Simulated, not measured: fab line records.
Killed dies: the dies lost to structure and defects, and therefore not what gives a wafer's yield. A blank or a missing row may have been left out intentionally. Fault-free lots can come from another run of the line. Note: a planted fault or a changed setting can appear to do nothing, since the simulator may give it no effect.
Code-filled problem report in 8D (eight disciplines) form :: flow n5_finfet :: the parts of the form that need people (team, actions taken, sign-off) are left out

== 1. PROBLEM STATEMENT ==
oes_product_au at N5_BEOL_M0_SAQP_ETCH_102 reads a mean of 0.801 a.u. on 3 wafers of 3 lots; wafers without a fault read 0.989 a.u. with a standard deviation of 0.017. Relative to the usual mean, that is a shift of -11 standard deviations.
The step: etches SiO2 in CF4, target depth 4 nm, time 4.4 s.
The first sign was on wafer L640.3 at day 9 01:17, on rie_si-03. The record has a number at this step for 23 wafers belonging to 9 lots. Rule for "out" (also "out of limits"): further than 4 standard deviations from the usual mean. All remaining wafers that have a number are taken as sound.

== 2. WHAT IT IS; WHAT IT IS NOT ==
question: which readings at this step
is: oes_product_au
is not: throttle_valve_pct

question: which lots
is: L640, L642, L643
is not: L630, L638, L641, L646, L648, L649

question: which wafers of those lots
is: L640.3, L642.1, L643.5
is not: L640.1, L640.4

question: read on which tools
is: rie_si-02, rie_si-03
is not: rie_si-05

question: when
is: from day 9 01:17
is not: up to then (11 sound wafers); but 9 sound wafers of L646, L648, L649 came after

== 3. THE SUSPECTS, EACH WITH WHAT RULES IT OUT ==
Counting: if a tool at a process step up to the reading ran every lot that is out, it stays a suspect. Sound lots after the first of them don't rule it out here, since some wafers of a struck lot are sound.
- rie_diel-05 at N5_BEOL_M0_SAQP_ETCH_101 (etches SiNx in CH3F/O2, target depth 29.9 nm, time 42.7 s): kept. Every lot that is out went through it, the first being L640 (day 9 01:11); the last sound lot it ran before that was L638 (day 8 02:40).
- rie_diel-05, N5_BEOL_M0_SAQP_ETCH_101: wafers that are out in chamber 3, sound lot-mates in chambers 0, 2.
Left after counting: rie_diel-05 at N5_BEOL_M0_SAQP_ETCH_101.

== 4. THE CAUSE (what the simulator had put in) ==
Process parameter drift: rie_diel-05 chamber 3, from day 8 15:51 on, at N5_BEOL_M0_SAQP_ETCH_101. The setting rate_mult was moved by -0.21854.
Only this tool survived the counting.

== 5. THE CHAIN OF EFFECTS, in route order ==
Each row: a reading where the mean over the struck wafers with a number is more than 3 standard deviations away from the usual. Readings are gone through only where the record gives a usual standard deviation; hours: the median, over the lots, of the time from a lot's start at the first step in this table giving one to that lot's start at this step; sigmas: the change measured in usual standard deviations.
hours: 0
step: N5_BEOL_M0_SAQP_ETCH_102
reading: oes_product_au
usual: 0.989 a.u.
on struck wafers: 0.801
change: -0.188
sigmas: -11
Process steps it contains:
- N5_BEOL_M0_SAQP_ETCH_102: etches SiO2 in CF4, target depth 4 nm, time 4.4 s.
At these later measuring or inspecting steps, every struck wafer for which the step has a row has a number for every such reading, and none has moved that far: N5_BEOL_M4_RC_MEAS_101.

== 6. HOW IT WOULD HAVE BEEN CAUGHT EARLIER ==
The fault began at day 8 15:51; the first out-of-limits reading in this record came at day 9 01:17, 9 hours later.
No tool reading at N5_BEOL_M0_SAQP_ETCH_101 that has a usual standard deviation in the record was out on any struck wafer, so an alarm limit of 4 standard deviations on those readings would not have fired.
Among the 3 lots that are out, L643, L642 began N5_BEOL_M0_SAQP_ETCH_101 on rie_diel-05 after day 9 01:17. A hold on the tool at that time would have spared those 2.
